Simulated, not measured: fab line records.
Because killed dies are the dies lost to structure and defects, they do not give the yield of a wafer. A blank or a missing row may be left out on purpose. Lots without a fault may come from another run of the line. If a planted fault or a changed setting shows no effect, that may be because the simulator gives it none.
8D (eight disciplines) problem report, filled in by code | flow n5 finfet | the parts of the form that need people (team, actions taken, sign-off) are left out

== 1. WHAT IS WRONG ==
Wafers without a fault read 794 W, standard deviation 3.1; rf fwd power W at N5_FIN_SAQP_MANDREL_ETCH_58 reads a mean of 986 W on 2 wafers belonging to 2 lots. Measured from the usual mean, that is +62 standard deviations.
The step: etches a-Si in HBr/Cl2, stops on SiNx, target depth 45 nm, bt time 10 s, time 27 s.
Seen first at day 3 13:34 on rie si-03, wafer L147.6. The record holds 27 wafers of 9 lots with a number at this step. The rule behind "out" and "out of limits": a value lying over 4 standard deviations away from the usual mean. Any other wafer with a number is counted as sound.

== 2. WHAT THIS IS AND IS NOT ==
question                    | is               | is not
which readings at this step | rf fwd power W   | drypump motor current A, oes product au, throttle valve pct
which lots                  | L147, L148       | L141, L143, L160, L161, L162, L163, L164
which wafers of those lots  | L147.6, L148.3   | L147.3, L147.5, L148.1, L148.5
read on which tools         | rie si-03        | rie si-01
when                        | from day 3 13:34 | up to then (8 sound wafers); but 17 sound wafers of L148, L160, L161, L162, L163, L164 came after

== 3. WHAT RULES OUT EACH SUSPECT ==
Counting: if a tool at a process step up to the reading ran every lot that is out, it stays a suspect. Sound lots after the first of them don't rule it out here, since some wafers of a struck lot are sound.
- rie si-03 at N5_FIN_SAQP_MANDREL_ETCH_58 (etches a-Si in HBr/Cl2, stops on SiNx, target depth 45 nm, bt time 10 s, time 27 s): kept. Every lot that is out went through it, the first being L147 (day 3 13:34); the last sound lot it ran before that was L143 (day 2 12:25). On those wafers its own readings are out: rf fwd power W.
- Within rie si-03 at N5_FIN_SAQP_MANDREL_ETCH_58: the wafers that are out ran in chamber 2; their sound lot-mates ran in chambers 0, 1, 3.
After counting, what remains is rie si-03 at N5_FIN_SAQP_MANDREL_ETCH_58.

== 4. THE CAUSE (what the simulator had put in) ==
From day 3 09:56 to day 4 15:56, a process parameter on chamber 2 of rie si-03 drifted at N5_FIN_SAQP_MANDREL_ETCH_58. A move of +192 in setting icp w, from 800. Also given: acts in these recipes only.
Counting left only this tool.

== 5. THE EFFECT CHAIN, in route order ==
Each row: a reading whose mean over the struck wafers that have a number lies more than 3 standard deviations from the usual. Only readings for which the record gives a usual standard deviation are gone through. hours: the time from each lot's start at the first step in this table that gives one to its start at this step, as a median over the lots. sigmas: the change in usual standard deviations.
hours | step                        | reading        | usual | on struck wafers | change | sigmas
0     | N5_FIN_SAQP_MANDREL_ETCH_58 | rf fwd power W | 794 W | 986              | +192   | +62
Process steps it contains:
- N5_FIN_SAQP_MANDREL_ETCH_58: etches a-Si in HBr/Cl2, stops on SiNx, target depth 45 nm, bt time 10 s, time 27 s.
Later measuring or inspecting steps at which every struck wafer that the step has a row for has a number for every such reading, and none has moved that far: N5_BEOL_M4_RC_MEAS_101.

== 6. WHAT WOULD HAVE CAUGHT IT SOONER ==
In this record no reading fell out of limits until day 3 13:34, 4 hours after the fault had begun at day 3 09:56.
